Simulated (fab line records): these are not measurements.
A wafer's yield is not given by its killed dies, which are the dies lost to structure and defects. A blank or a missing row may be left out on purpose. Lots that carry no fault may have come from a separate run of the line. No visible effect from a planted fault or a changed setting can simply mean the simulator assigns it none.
Which tool is to blame? / flow nand_harc / 24 lots, 72 wafers sampled, at 5 steps of a route of 1302

== WHAT THE GAUGES SHOWED, per wafer ==
NHARC_A_SLIT_CD_MEAS_09: the cd target is 300 nm. Usual: cd_nm reads 300.5 nm (standard deviation 0.45).
lot=L075; measured=day 20 05:10; on=cd_sem-02; cd_nm (nm)=300.4 300.2 300.3; flag=
lot=L076; measured=day 20 04:52; on=cd_sem-03; cd_nm (nm)=301.0 300.9 300.4; flag=
lot=L074; measured=day 20 08:28; on=cd_sem-03; cd_nm (nm)=300.8 301.1 300.8; flag=
lot=L077; measured=day 20 13:38; on=cd_sem-02; cd_nm (nm)=301.9 300.3 300.8; flag=
lot=L078; measured=day 21 06:43; on=cd_sem-01; cd_nm (nm)=300.5 300.1 300.4; flag=
lot=L079; measured=day 21 06:34; on=cd_sem-03; cd_nm (nm)=301.1 301.3 300.6; flag=
lot=L080; measured=day 21 21:00; on=cd_sem-03; cd_nm (nm)=301.0 300.3 300.4; flag=
lot=L081; measured=day 22 18:05; on=cd_sem-02; cd_nm (nm)=299.8 299.0 300.1; flag=
lot=L082; measured=day 22 18:57; on=cd_sem-01; cd_nm (nm)=300.0 299.8 299.5; flag=
lot=L083; measured=day 23 10:19; on=cd_sem-02; cd_nm (nm)=300.3 300.2 300.7; flag=
lot=L085; measured=day 24 18:43; on=cd_sem-01; cd_nm (nm)=300.7 301.2 300.2; flag=
lot=L086; measured=day 24 20:04; on=cd_sem-03; cd_nm (nm)=300.4 300.2 300.3; flag=
lot=L084; measured=day 24 20:37; on=cd_sem-01; cd_nm (nm)=300.6 300.5 300.5; flag=
lot=L087; measured=day 25 05:20; on=cd_sem-03; cd_nm (nm)=300.6 300.2 300.7; flag=
lot=L090; measured=day 26 15:45; on=cd_sem-02; cd_nm (nm)=299.9 300.0 299.6; flag=
lot=L088; measured=day 26 18:07; on=cd_sem-02; cd_nm (nm)=300.3 300.1 300.0; flag=
lot=L091; measured=day 26 21:50; on=cd_sem-02; cd_nm (nm)=300.8 300.0 300.0; flag=
lot=L089; measured=day 26 23:23; on=cd_sem-01; cd_nm (nm)=300.4 300.2 300.1; flag=
lot=L092; measured=day 27 17:35; on=cd_sem-03; cd_nm (nm)=301.4 300.5 301.3; flag=
lot=L094; measured=day 27 21:30; on=cd_sem-03; cd_nm (nm)=300.5 299.7 300.5; flag=
lot=L093; measured=day 27 21:20; on=cd_sem-02; cd_nm (nm)=299.9 300.2 300.6; flag=
lot=L096; measured=day 28 02:55; on=cd_sem-01; cd_nm (nm)=300.4 300.1 300.4; flag=
lot=L095; measured=day 28 07:39; on=cd_sem-03; cd_nm (nm)=299.9 300.0 300.0; flag=
lot=L097; measured=day 29 13:50; on=cd_sem-03; cd_nm (nm)=300.7 300.5 300.8; flag=

NHARC_A_SLIT_OVL_MEAS_10. Usual: overlay_x_nm 0.0 nm, standard deviation 0.97; overlay_y_nm -0.3 nm, standard deviation 0.75.
lot=L075; measured=day 20 05:14; on=overlay-01; overlay_x_nm (nm)=0.2 0.1 -0.1; overlay_y_nm (nm)=-0.5 0.2 -1.0; flag=
lot=L076; measured=day 20 04:57; on=overlay-02; overlay_x_nm (nm)=-0.4 -0.8 -0.6; overlay_y_nm (nm)=-1.0 -0.6 -0.3; flag=
lot=L074; measured=day 20 08:34; on=overlay-01; overlay_x_nm (nm)=0.9 0.8 0.9; overlay_y_nm (nm)=0.1 0.3 0.2; flag=
lot=L077; measured=day 20 13:43; on=overlay-01; overlay_x_nm (nm)=-0.4 -0.1 0.1; overlay_y_nm (nm)=0.1 0.5 -0.1; flag=
lot=L078; measured=day 21 06:49; on=overlay-01; overlay_x_nm (nm)=-0.1 -0.5 0.0; overlay_y_nm (nm)=0.2 0.5 0.3; flag=
lot=L079; measured=day 21 06:39; on=overlay-02; overlay_x_nm (nm)=0.8 1.1 0.6; overlay_y_nm (nm)=-0.4 -1.5 -1.4; flag=
lot=L080; measured=day 21 21:05; on=overlay-01; overlay_x_nm (nm)=0.1 0.2 0.2; overlay_y_nm (nm)=0.7 0.4 0.3; flag=
lot=L081; measured=day 22 18:10; on=overlay-01; overlay_x_nm (nm)=0.1 -0.8 -0.6; overlay_y_nm (nm)=-0.4 -0.4 -0.7; flag=
lot=L082; measured=day 22 19:02; on=overlay-01; overlay_x_nm (nm)=-0.1 -0.8 -0.3; overlay_y_nm (nm)=-1.6 -1.7 -1.3; flag=
lot=L083; measured=day 23 10:25; on=overlay-02; overlay_x_nm (nm)=0.4 0.4 0.0; overlay_y_nm (nm)=0.4 1.1 0.2; flag=
lot=L085; measured=day 24 18:48; on=overlay-01; overlay_x_nm (nm)=0.2 -0.7 -0.9; overlay_y_nm (nm)=0.6 1.1 0.7; flag=
lot=L086; measured=day 24 20:10; on=overlay-02; overlay_x_nm (nm)=-0.5 -0.7 -0.3; overlay_y_nm (nm)=0.0 0.6 0.9; flag=
lot=L084; measured=day 24 20:42; on=overlay-02; overlay_x_nm (nm)=-2.0 -1.5 -1.3; overlay_y_nm (nm)=-0.4 0.0 -0.6; flag=
lot=L087; measured=day 25 05:25; on=overlay-01; overlay_x_nm (nm)=-1.9 -1.2 -1.4; overlay_y_nm (nm)=0.1 -0.3 -0.4; flag=
lot=L090; measured=day 26 15:50; on=overlay-01; overlay_x_nm (nm)=-0.3 0.3 0.4; overlay_y_nm (nm)=-1.8 -0.9 -1.6; flag=
lot=L088; measured=day 26 18:12; on=overlay-01; overlay_x_nm (nm)=-1.4 -0.9 -1.8; overlay_y_nm (nm)=-0.9 -0.6 -0.8; flag=
lot=L091; measured=day 26 21:56; on=overlay-02; overlay_x_nm (nm)=0.1 0.5 -0.2; overlay_y_nm (nm)=-1.2 -0.9 -0.8; flag=
lot=L089; measured=day 26 23:28; on=overlay-02; overlay_x_nm (nm)=2.0 1.9 2.2; overlay_y_nm (nm)=-0.7 -1.0 -0.7; flag=
lot=L092; measured=day 27 17:40; on=overlay-02; overlay_x_nm (nm)=-1.7 -1.6 -1.3; overlay_y_nm (nm)=-0.5 -0.7 -0.6; flag=
lot=L094; measured=day 27 21:35; on=overlay-01; overlay_x_nm (nm)=2.5 1.9 2.1; overlay_y_nm (nm)=-1.3 -0.9 -1.4; flag=
lot=L093; measured=day 27 21:25; on=overlay-02; overlay_x_nm (nm)=0.4 0.9 0.7; overlay_y_nm (nm)=0.7 0.6 1.0; flag=
lot=L096; measured=day 28 03:01; on=overlay-01; overlay_x_nm (nm)=-0.2 0.0 -0.4; overlay_y_nm (nm)=0.0 -0.5 0.4; flag=
lot=L095; measured=day 28 07:44; on=overlay-01; overlay_x_nm (nm)=0.2 0.2 0.4; overlay_y_nm (nm)=-0.4 -0.5 -0.4; flag=
lot=L097; measured=day 29 13:56; on=overlay-02; overlay_x_nm (nm)=0.5 0.7 0.4; overlay_y_nm (nm)=-1.2 -1.5 -1.0; flag=

== TOOL THAT RAN EACH LOT (tool first, then ch and the chambers of the sampled wafers, then the start) ==
lot=L075; NHARC_A_STAIRCASE_DEP_322=pecvd-03 ch 0,1,2, day 18 12:53; NHARC_A_STAIRCASE_CMP_450=cmp-02 ch 1,3, day 19 11:25; NHARC_A_SGD_CUT_ETCH_15=rie_diel-03 ch 0,1,2, day 20 05:10 or earlier
lot=L076; NHARC_A_STAIRCASE_DEP_322=pecvd-01 ch 1,2, day 18 12:59; NHARC_A_STAIRCASE_CMP_450=cmp-04 ch 2,3, day 19 11:07; NHARC_A_SGD_CUT_ETCH_15=rie_diel-01 ch 0,1,3, day 20 04:52 or earlier
lot=L074; NHARC_A_STAIRCASE_DEP_322=pecvd-02 ch 0,1,2, day 18 13:37; NHARC_A_STAIRCASE_CMP_450=cmp-02 ch 0,1,3, day 19 12:26; NHARC_A_SGD_CUT_ETCH_15=rie_diel-01 ch 0,1,2, day 20 08:28 or earlier
lot=L077; NHARC_A_STAIRCASE_DEP_322=pecvd-03 ch 0,1, day 19 00:02; NHARC_A_STAIRCASE_CMP_450=cmp-02 ch 1,3, day 19 21:13; NHARC_A_SGD_CUT_ETCH_15=rie_diel-12 ch 0,1,3, day 20 13:38 or earlier
lot=L078; NHARC_A_STAIRCASE_DEP_322=pecvd-02 ch 0,1,2, day 19 18:16; NHARC_A_STAIRCASE_CMP_450=cmp-02 ch 0,1,3, day 20 16:26; NHARC_A_SGD_CUT_ETCH_15=rie_diel-01 ch 1,3, day 21 06:43 or earlier
lot=L079; NHARC_A_STAIRCASE_DEP_322=pecvd-01 ch 0,1,2, day 19 18:16; NHARC_A_STAIRCASE_CMP_450=cmp-01 ch 0,1,3, day 20 16:43; NHARC_A_SGD_CUT_ETCH_15=rie_diel-03 ch 1,2,3, day 21 06:34 or earlier
lot=L080; NHARC_A_STAIRCASE_DEP_322=pecvd-03 ch 0,2, day 20 07:49; NHARC_A_STAIRCASE_CMP_450=cmp-04 ch 0,1, day 21 06:23; NHARC_A_SGD_CUT_ETCH_15=rie_diel-12 ch 0,1,2, day 21 21:00 or earlier
lot=L081; NHARC_A_STAIRCASE_DEP_322=pecvd-03 ch 0,1, day 20 21:38; NHARC_A_STAIRCASE_CMP_450=cmp-01 ch 0,1,3, day 22 01:19; NHARC_A_SGD_CUT_ETCH_15=rie_diel-03 ch 0,3, day 22 18:05 or earlier
lot=L082; NHARC_A_STAIRCASE_DEP_322=pecvd-02 ch 0,1,2, day 20 21:43; NHARC_A_STAIRCASE_CMP_450=cmp-01 ch 0,2,3, day 22 02:26; NHARC_A_SGD_CUT_ETCH_15=rie_diel-12 ch 1,2, day 22 18:57 or earlier
lot=L083; NHARC_A_STAIRCASE_DEP_322=pecvd-03 ch 0,1,2, day 21 19:37; NHARC_A_STAIRCASE_CMP_450=cmp-04 ch 0,1, day 22 19:55; NHARC_A_SGD_CUT_ETCH_15=rie_diel-01 ch 0,2,3, day 23 10:19 or earlier
lot=L085; NHARC_A_STAIRCASE_DEP_322=pecvd-03 ch 0,1, day 22 12:59; NHARC_A_STAIRCASE_CMP_450=cmp-01 ch 0,2,3, day 23 21:15; NHARC_A_SGD_CUT_ETCH_15=rie_diel-03 ch 1,3, day 24 18:43 or earlier
lot=L086; NHARC_A_STAIRCASE_DEP_322=pecvd-02 ch 0,1,2, day 22 13:01; NHARC_A_STAIRCASE_CMP_450=cmp-04 ch 1,2,3, day 23 20:58; NHARC_A_SGD_CUT_ETCH_15=rie_diel-12 ch 0,1,3, day 24 20:04 or earlier
lot=L084; NHARC_A_STAIRCASE_DEP_322=pecvd-01 ch 0,1, day 22 13:05; NHARC_A_STAIRCASE_CMP_450=cmp-02 ch 0,2,3, day 23 21:06; NHARC_A_SGD_CUT_ETCH_15=rie_diel-01 ch 0,2,3, day 24 20:37 or earlier
lot=L087; NHARC_A_STAIRCASE_DEP_322=pecvd-03 ch 0,1,2, day 23 12:15; NHARC_A_STAIRCASE_CMP_450=cmp-04 ch 0,1,3, day 24 10:41; NHARC_A_SGD_CUT_ETCH_15=rie_diel-03 ch 1,2,3, day 25 05:20 or earlier
lot=L090; NHARC_A_STAIRCASE_DEP_322=pecvd-02 ch 0,1, day 24 18:00; NHARC_A_STAIRCASE_CMP_450=cmp-04 ch 0,1,2, day 25 22:46; NHARC_A_SGD_CUT_ETCH_15=rie_diel-01 ch 1,2,3, day 26 15:45 or earlier
lot=L088; NHARC_A_STAIRCASE_DEP_322=pecvd-01 ch 0,2, day 24 18:06; NHARC_A_STAIRCASE_CMP_450=cmp-04 ch 0,1,3, day 25 19:56; NHARC_A_SGD_CUT_ETCH_15=rie_diel-01 ch 0,3, day 26 18:07 or earlier
lot=L091; NHARC_A_STAIRCASE_DEP_322=pecvd-01 ch 0,2, day 25 03:03; NHARC_A_STAIRCASE_CMP_450=cmp-02 ch 0,1,3, day 26 04:53; NHARC_A_SGD_CUT_ETCH_15=rie_diel-12 ch 0,2,3, day 26 21:50 or earlier
lot=L089; NHARC_A_STAIRCASE_DEP_322=pecvd-02 ch 0,1,2, day 25 03:14; NHARC_A_STAIRCASE_CMP_450=cmp-04 ch 0,1,3, day 26 05:26; NHARC_A_SGD_CUT_ETCH_15=rie_diel-01 ch 1,3, day 26 23:23 or earlier
lot=L092; NHARC_A_STAIRCASE_DEP_322=pecvd-01 ch 0,1, day 26 00:20; NHARC_A_STAIRCASE_CMP_450=cmp-04 ch 2,3, day 27 01:31; NHARC_A_SGD_CUT_ETCH_15=rie_diel-01 ch 0,1, day 27 17:35 or earlier
lot=L094; NHARC_A_STAIRCASE_DEP_322=pecvd-03 ch 0,1, day 26 05:54; NHARC_A_STAIRCASE_CMP_450=cmp-01 ch 0,1,2, day 27 06:52; NHARC_A_SGD_CUT_ETCH_15=rie_diel-01 ch 0,1,3, day 27 21:30 or earlier
lot=L093; NHARC_A_STAIRCASE_DEP_322=pecvd-02 ch 0,1, day 26 06:06; NHARC_A_STAIRCASE_CMP_450=cmp-04 ch 0,2, day 27 06:33; NHARC_A_SGD_CUT_ETCH_15=rie_diel-03 ch 1,2,3, day 27 21:20 or earlier
lot=L096; NHARC_A_STAIRCASE_DEP_322=pecvd-02 ch 0,2, day 26 14:07; NHARC_A_STAIRCASE_CMP_450=cmp-02 ch 0,1,2, day 27 12:25; NHARC_A_SGD_CUT_ETCH_15=rie_diel-12 ch 1,2,3, day 28 02:55 or earlier
lot=L095; NHARC_A_STAIRCASE_DEP_322=pecvd-01 ch 0,1, day 26 14:12; NHARC_A_STAIRCASE_CMP_450=cmp-01 ch 1,2, day 27 15:16; NHARC_A_SGD_CUT_ETCH_15=rie_diel-01 ch 2,3, day 28 07:39 or earlier
lot=L097; NHARC_A_STAIRCASE_DEP_322=pecvd-03 ch 0,1,2, day 27 23:32; NHARC_A_STAIRCASE_CMP_450=cmp-02 ch 0,1,2, day 28 20:49; NHARC_A_SGD_CUT_ETCH_15=rie_diel-12 ch 0,1,2, day 29 13:50 or earlier
- NHARC_A_STAIRCASE_DEP_322: deposits SiO2, target thk 7200 nm.
- NHARC_A_STAIRCASE_CMP_450: polishes SiO2, target thk 200 nm.
- NHARC_A_SGD_CUT_ETCH_15: etches the open film in CH3F/O2, target depth 75 nm, time 64.3 s.

== AS READ BY THE TOOLS THEMSELVES (means over the sampled wafers that have a number; for cases with no such wafer, the mark the record gives instead) ==
NHARC_A_STAIRCASE_DEP_322. Usual: heater_power_w reads 644 W (standard deviation 76).
lot=L075; tool=pecvd-03; heater_power_w (W)=638; flag=
lot=L076; tool=pecvd-01; heater_power_w (W)=684; flag=
lot=L074; tool=pecvd-02; heater_power_w (W)=566; flag=
lot=L077; tool=pecvd-03; heater_power_w (W)=616; flag=
lot=L078; tool=pecvd-02; heater_power_w (W)=604; flag=
lot=L079; tool=pecvd-01; heater_power_w (W)=696; flag=
lot=L080; tool=pecvd-03; heater_power_w (W)=632; flag=
lot=L081; tool=pecvd-03; heater_power_w (W)=604; flag=
lot=L082; tool=pecvd-02; heater_power_w (W)=625; flag=
lot=L083; tool=pecvd-03; heater_power_w (W)=627; flag=
lot=L085; tool=pecvd-03; heater_power_w (W)=650; flag=
lot=L086; tool=pecvd-02; heater_power_w (W)=631; flag=
lot=L084; tool=pecvd-01; heater_power_w (W)=755; flag=
lot=L087; tool=pecvd-03; heater_power_w (W)=565; flag=
lot=L090; tool=pecvd-02; heater_power_w (W)=574; flag=
lot=L088; tool=pecvd-01; heater_power_w (W)=732; flag=
lot=L091; tool=pecvd-01; heater_power_w (W)=750; flag=
lot=L089; tool=pecvd-02; heater_power_w (W)=632; flag=
lot=L092; tool=pecvd-01; heater_power_w (W)=674; flag=
lot=L094; tool=pecvd-03; heater_power_w (W)=636; flag=
lot=L093; tool=pecvd-02; heater_power_w (W)=610; flag=
lot=L096; tool=pecvd-02; heater_power_w (W)=632; flag=
lot=L095; tool=pecvd-01; heater_power_w (W)=696; flag=
lot=L097; tool=pecvd-03; heater_power_w (W)=588; flag=

NHARC_A_STAIRCASE_CMP_450. Usual: motor_current_A 12.6 A, standard deviation 1.2; slurry_filter_dp_kPa 13.50 kPa, standard deviation 0.13.
lot=L075; tool=cmp-02; motor_current_A (A)=13.3; slurry_filter_dp_kPa (kPa)=13.52; flag=
lot=L076; tool=cmp-04; motor_current_A (A)=13.3; slurry_filter_dp_kPa (kPa)=13.38; flag=
lot=L074; tool=cmp-02; motor_current_A (A)=13.0; slurry_filter_dp_kPa (kPa)=13.58; flag=
lot=L077; tool=cmp-02; motor_current_A (A)=12.7; slurry_filter_dp_kPa (kPa)=13.47; flag=
lot=L078; tool=cmp-02; motor_current_A (A)=12.7; slurry_filter_dp_kPa (kPa)=13.46; flag=
lot=L079; tool=cmp-01; motor_current_A (A)=11.7; slurry_filter_dp_kPa (kPa)=13.61; flag=
lot=L080; tool=cmp-04; motor_current_A (A)=13.2; slurry_filter_dp_kPa (kPa)=13.40; flag=
lot=L081; tool=cmp-01; motor_current_A (A)=12.2; slurry_filter_dp_kPa (kPa)=13.47; flag=
lot=L082; tool=cmp-01; motor_current_A (A)=13.1; slurry_filter_dp_kPa (kPa)=13.56; flag=
lot=L083; tool=cmp-04; motor_current_A (A)=13.3; slurry_filter_dp_kPa (kPa)=13.41; flag=
lot=L085; tool=cmp-01; motor_current_A (A)=13.4; slurry_filter_dp_kPa (kPa)=13.60; flag=
lot=L086; tool=cmp-04; motor_current_A (A)=12.8; slurry_filter_dp_kPa (kPa)=13.41; flag=
lot=L084; tool=cmp-02; motor_current_A (A)=12.3; slurry_filter_dp_kPa (kPa)=13.52; flag=
lot=L087; tool=cmp-04; motor_current_A (A)=12.0; slurry_filter_dp_kPa (kPa)=13.57; flag=
lot=L090; tool=cmp-04; motor_current_A (A)=13.4; slurry_filter_dp_kPa (kPa)=13.52; flag=
lot=L088; tool=cmp-04; motor_current_A (A)=12.2; slurry_filter_dp_kPa (kPa)=13.34; flag=
lot=L091; tool=cmp-02; motor_current_A (A)=12.9; slurry_filter_dp_kPa (kPa)=13.49; flag=
lot=L089; tool=cmp-04; motor_current_A (A)=12.1; slurry_filter_dp_kPa (kPa)=13.52; flag=
lot=L092; tool=cmp-04; motor_current_A (A)=11.8; slurry_filter_dp_kPa (kPa)=13.42; flag=
lot=L094; tool=cmp-01; motor_current_A (A)=12.2; slurry_filter_dp_kPa (kPa)=13.52; flag=
lot=L093; tool=cmp-04; motor_current_A (A)=13.1; slurry_filter_dp_kPa (kPa)=13.61; flag=
lot=L096; tool=cmp-02; motor_current_A (A)=12.2; slurry_filter_dp_kPa (kPa)=13.47; flag=
lot=L095; tool=cmp-01; motor_current_A (A)=11.0; slurry_filter_dp_kPa (kPa)=13.49; flag=
lot=L097; tool=cmp-02; motor_current_A (A)=12.4; slurry_filter_dp_kPa (kPa)=13.56; flag=

NHARC_A_SGD_CUT_ETCH_15. Usual: ch3f_flow_sccm 50.02 sccm, standard deviation 0.16; drypump_motor_current_A 5.9 A, standard deviation 0.43; oes_product_au 0.962 a.u., standard deviation 0.017; rf_vpp_V 264.1 V, standard deviation 1.4; showerhead_plenum_p_Torr 2.48 Torr, standard deviation 0.09; throttle_valve_pct 20.664 %, standard deviation 0.0094.
lot=L075; tool=rie_diel-03; ch3f_flow_sccm (sccm)=50.10; drypump_motor_current_A (A)=5.7; oes_product_au (a.u.)=0.962; rf_vpp_V (V)=264.7; showerhead_plenum_p_Torr (Torr)=2.54; throttle_valve_pct (%)=20.666; flag=
lot=L076; tool=rie_diel-01; ch3f_flow_sccm (sccm)=49.85; drypump_motor_current_A (A)=5.9; oes_product_au (a.u.)=0.968; rf_vpp_V (V)=262.8; showerhead_plenum_p_Torr (Torr)=2.41; throttle_valve_pct (%)=20.667; flag=
lot=L074; tool=rie_diel-01; ch3f_flow_sccm (sccm)=50.11; drypump_motor_current_A (A)=6.1; oes_product_au (a.u.)=0.964; rf_vpp_V (V)=264.1; showerhead_plenum_p_Torr (Torr)=2.46; throttle_valve_pct (%)=20.665; flag=
lot=L077; tool=rie_diel-12; ch3f_flow_sccm (sccm)=49.91; drypump_motor_current_A (A)=5.6; oes_product_au (a.u.)=0.962; rf_vpp_V (V)=264.5; showerhead_plenum_p_Torr (Torr)=2.50; throttle_valve_pct (%)=20.671; flag=
lot=L078; tool=rie_diel-01; ch3f_flow_sccm (sccm)=50.17; drypump_motor_current_A (A)=5.8; oes_product_au (a.u.)=0.982; rf_vpp_V (V)=262.2; showerhead_plenum_p_Torr (Torr)=2.40; throttle_valve_pct (%)=20.667; flag=
lot=L079; tool=rie_diel-03; ch3f_flow_sccm (sccm)=49.94; drypump_motor_current_A (A)=5.8; oes_product_au (a.u.)=0.961; rf_vpp_V (V)=264.3; showerhead_plenum_p_Torr (Torr)=2.51; throttle_valve_pct (%)=20.667; flag=
lot=L080; tool=rie_diel-12; ch3f_flow_sccm (sccm)=50.10; drypump_motor_current_A (A)=6.1; oes_product_au (a.u.)=0.977; rf_vpp_V (V)=263.8; showerhead_plenum_p_Torr (Torr)=2.49; throttle_valve_pct (%)=20.660; flag=
lot=L081; tool=rie_diel-03; ch3f_flow_sccm (sccm)=49.94; drypump_motor_current_A (A)=5.9; oes_product_au (a.u.)=0.966; rf_vpp_V (V)=263.6; showerhead_plenum_p_Torr (Torr)=2.46; throttle_valve_pct (%)=20.653; flag=
lot=L082; tool=rie_diel-12; ch3f_flow_sccm (sccm)=50.19; drypump_motor_current_A (A)=6.2; oes_product_au (a.u.)=0.972; rf_vpp_V (V)=264.0; showerhead_plenum_p_Torr (Torr)=2.53; throttle_valve_pct (%)=20.672; flag=
lot=L083; tool=rie_diel-01; ch3f_flow_sccm (sccm)=50.03; drypump_motor_current_A (A)=6.1; oes_product_au (a.u.)=0.969; rf_vpp_V (V)=264.0; showerhead_plenum_p_Torr (Torr)=2.45; throttle_valve_pct (%)=20.665; flag=
lot=L085; tool=rie_diel-03; ch3f_flow_sccm (sccm)=50.03; drypump_motor_current_A (A)=5.7; oes_product_au (a.u.)=0.943; rf_vpp_V (V)=264.3; showerhead_plenum_p_Torr (Torr)=2.53; throttle_valve_pct (%)=20.671; flag=
lot=L086; tool=rie_diel-12; ch3f_flow_sccm (sccm)=50.04; drypump_motor_current_A (A)=5.6; oes_product_au (a.u.)=0.929; rf_vpp_V (V)=264.2; showerhead_plenum_p_Torr (Torr)=2.49; throttle_valve_pct (%)=20.671; flag=
lot=L084; tool=rie_diel-01; ch3f_flow_sccm (sccm)=50.03; drypump_motor_current_A (A)=6.2; oes_product_au (a.u.)=0.976; rf_vpp_V (V)=263.1; showerhead_plenum_p_Torr (Torr)=2.45; throttle_valve_pct (%)=20.663; flag=
lot=L087; tool=rie_diel-03; ch3f_flow_sccm (sccm)=49.86; drypump_motor_current_A (A)=5.8; oes_product_au (a.u.)=0.924; rf_vpp_V (V)=264.2; showerhead_plenum_p_Torr (Torr)=2.51; throttle_valve_pct (%)=20.669; flag=
lot=L090; tool=rie_diel-01; ch3f_flow_sccm (sccm)=49.97; drypump_motor_current_A (A)=5.9; oes_product_au (a.u.)=0.964; rf_vpp_V (V)=263.6; showerhead_plenum_p_Torr (Torr)=2.44; throttle_valve_pct (%)=20.673; flag=
lot=L088; tool=rie_diel-01; ch3f_flow_sccm (sccm)=49.87; drypump_motor_current_A (A)=6.1; oes_product_au (a.u.)=0.976; rf_vpp_V (V)=263.1; showerhead_plenum_p_Torr (Torr)=2.42; throttle_valve_pct (%)=20.665; flag=
lot=L091; tool=rie_diel-12; ch3f_flow_sccm (sccm)=50.07; drypump_motor_current_A (A)=5.7; oes_product_au (a.u.)=0.971; rf_vpp_V (V)=266.0; showerhead_plenum_p_Torr (Torr)=2.58; throttle_valve_pct (%)=20.661; flag=
lot=L089; tool=rie_diel-01; ch3f_flow_sccm (sccm)=49.94; drypump_motor_current_A (A)=5.7; oes_product_au (a.u.)=0.966; rf_vpp_V (V)=264.0; showerhead_plenum_p_Torr (Torr)=2.40; throttle_valve_pct (%)=20.667; flag=
lot=L092; tool=rie_diel-01; ch3f_flow_sccm (sccm)=49.79; drypump_motor_current_A (A)=6.1; oes_product_au (a.u.)=0.950; rf_vpp_V (V)=263.1; showerhead_plenum_p_Torr (Torr)=2.42; throttle_valve_pct (%)=20.665; flag=
lot=L094; tool=rie_diel-01; ch3f_flow_sccm (sccm)=50.07; drypump_motor_current_A (A)=5.9; oes_product_au (a.u.)=0.964; rf_vpp_V (V)=263.1; showerhead_plenum_p_Torr (Torr)=2.41; throttle_valve_pct (%)=20.667; flag=
lot=L093; tool=rie_diel-03; ch3f_flow_sccm (sccm)=50.09; drypump_motor_current_A (A)=5.8; oes_product_au (a.u.)=0.970; rf_vpp_V (V)=264.2; showerhead_plenum_p_Torr (Torr)=2.51; throttle_valve_pct (%)=20.660; flag=
lot=L096; tool=rie_diel-12; ch3f_flow_sccm (sccm)=50.08; drypump_motor_current_A (A)=5.7; oes_product_au (a.u.)=0.978; rf_vpp_V (V)=265.1; showerhead_plenum_p_Torr (Torr)=2.52; throttle_valve_pct (%)=20.665; flag=
lot=L095; tool=rie_diel-01; ch3f_flow_sccm (sccm)=50.07; drypump_motor_current_A (A)=6.1; oes_product_au (a.u.)=0.939; rf_vpp_V (V)=264.1; showerhead_plenum_p_Torr (Torr)=2.47; throttle_valve_pct (%)=20.679; flag=
lot=L097; tool=rie_diel-12; ch3f_flow_sccm (sccm)=49.91; drypump_motor_current_A (A)=6.2; oes_product_au (a.u.)=0.975; rf_vpp_V (V)=263.4; showerhead_plenum_p_Torr (Torr)=2.48; throttle_valve_pct (%)=20.664; flag=

== THE ANSWER, worked out from the rows above alone ==
Rule: a lot is off if the mean of its wafers that have a number lies more than 3 standard deviations from the usual mean. Also off: a lot with no number at a reading for which 4 or more lots have one. The other lots that the step has rows for count as sound. Order of review: gauges by route order, followed by the tools' own readings, for which a lot's mean as printed above is used. The first step at which some lot is off is used, and at that step the reading that is off furthest; a lot without a number counts as furthest.
Across all readings shown, no lot is off: no conclusion can be drawn from this.

== WHAT THE SIMULATOR HAD PUT IN ==
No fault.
